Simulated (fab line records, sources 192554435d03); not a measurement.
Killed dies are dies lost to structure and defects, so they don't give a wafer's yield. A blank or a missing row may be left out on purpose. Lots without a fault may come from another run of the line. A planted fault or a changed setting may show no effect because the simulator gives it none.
Split-lot experiment | flow n5_finfet | 7 lots, 21 wafers read, on a route of 1938 steps

THE SPLIT
At N5_WELL_APT_PEB_06 (peb time 90 s), the setting peb_time_s was moved away from the recipe's 90 s on 10 of the 21 wafers read, by -9.7% to +21.2%. The other wafers ran this setting at the recipe's value.

FROM THE SPLIT TO THE READING: what the file shows between them, 2 steps
- N5_WELL_APT_DEVELOP_07: develop time 45 s
- N5_WELL_APT_HARDBAKE_12: time 120 s

THE READING
cd_nm, in nm, at N5_WELL_APT_CD_MEAS_08 (target cd 200 nm). Fault-free wafers of this fab line usually give 199.5 nm, standard deviation 1.4 nm.

wafer  | tool, chamber at the split | peb_time_s as run, s | against the recipe | cd_nm, nm | against lot-mates on the recipe
L075.1 | litho_track-04, 0          | 90                   | recipe             | 199.1     | -
L075.3 | litho_track-04, 0          | 90                   | recipe             | 201.5     | -
L075.6 | litho_track-04, 0          | 106.7                | +18.6%             | 204.4     | +4.1
L080.1 | litho_track-03, 0          | 106.1                | +17.9%             | 205.2     | +5.8
L080.2 | litho_track-03, 0          | 106.1                | +17.9%             | 206.3     | +6.9
L080.4 | litho_track-03, 0          | 90                   | recipe             | 199.4     | -
L082.2 | litho_track-01, 0          | 90                   | recipe             | 198.7     | -
L082.4 | litho_track-01, 0          | 100.5                | +11.7%             | 204.5     | +5.7
L082.6 | litho_track-01, 0          | 90                   | recipe             | 198.9     | -
L091.2 | litho_track-04, 0          | 100.3                | +11.4%             | 203.2     | no lot-mate on the recipe
L091.3 | litho_track-04, 0          | 100.3                | +11.4%             | 206.1     | no lot-mate on the recipe
L091.4 | litho_track-04, 0          | 100.3                | +11.4%             | 207.0     | no lot-mate on the recipe
L095.2 | litho_track-01, 0          | 90                   | recipe             | 199.4     | -
L095.3 | litho_track-01, 0          | 90                   | recipe             | 200.9     | -
L095.4 | litho_track-01, 0          | 90                   | recipe             | 200.4     | -
L096.1 | litho_track-01, 0          | 90                   | recipe             | 201.7     | -
L096.4 | litho_track-01, 0          | 90                   | recipe             | 198.1     | -
L096.5 | litho_track-01, 0          | 81.27                | -9.7%              | 194.7     | -5.2
L097.1 | litho_track-03, 0          | 90                   | recipe             | 202.2     | -
L097.2 | litho_track-03, 0          | 109.1                | +21.2%             | 207.4     | +5.2
L097.3 | litho_track-03, 0          | 109.1                | +21.2%             | 206.2     | +4.0

THE FIT
A straight line over all 21 wafers: cd_nm changes by +0.348 nm for each +1% of peb_time_s; r = +0.91; the points scatter about the line by 1.5 nm.
The same after taking each lot's own level away (the mean of its wafers on the recipe; 18 wafers): +0.299 nm for each +1%; r = +0.90; scatter 1.4 nm.
On that fit, the largest move of peb_time_s shifts the reading by 6.3 nm.
The lots' own levels span 198.80 to 202.20 nm, that is 2.4 times the standard deviation above.
So the lot-to-lot level changes the slope: the two fits differ.
Check: with one of the wafers moved furthest among these (+21.2%) left out of the fit, the line predicts +6.44 nm for it against its lot-mates. It came out at +5.2 nm against them.

OTHER SPLITS ON THESE WAFERS
These wafers also went through other splits before the reading. Each is held against what the fit with the lots' levels taken away leaves over:
other split on the same wafers | wafers away from the commonest value | r with cd_nm (lot level and that fit taken away)
N5_WELL_APT_COAT_02 spin_rpm   | 8                                    | +0.46

THE FILE'S OWN FIT
cd_nm changes by +0.3 nm for each +1% of peb_time_s, r = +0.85.
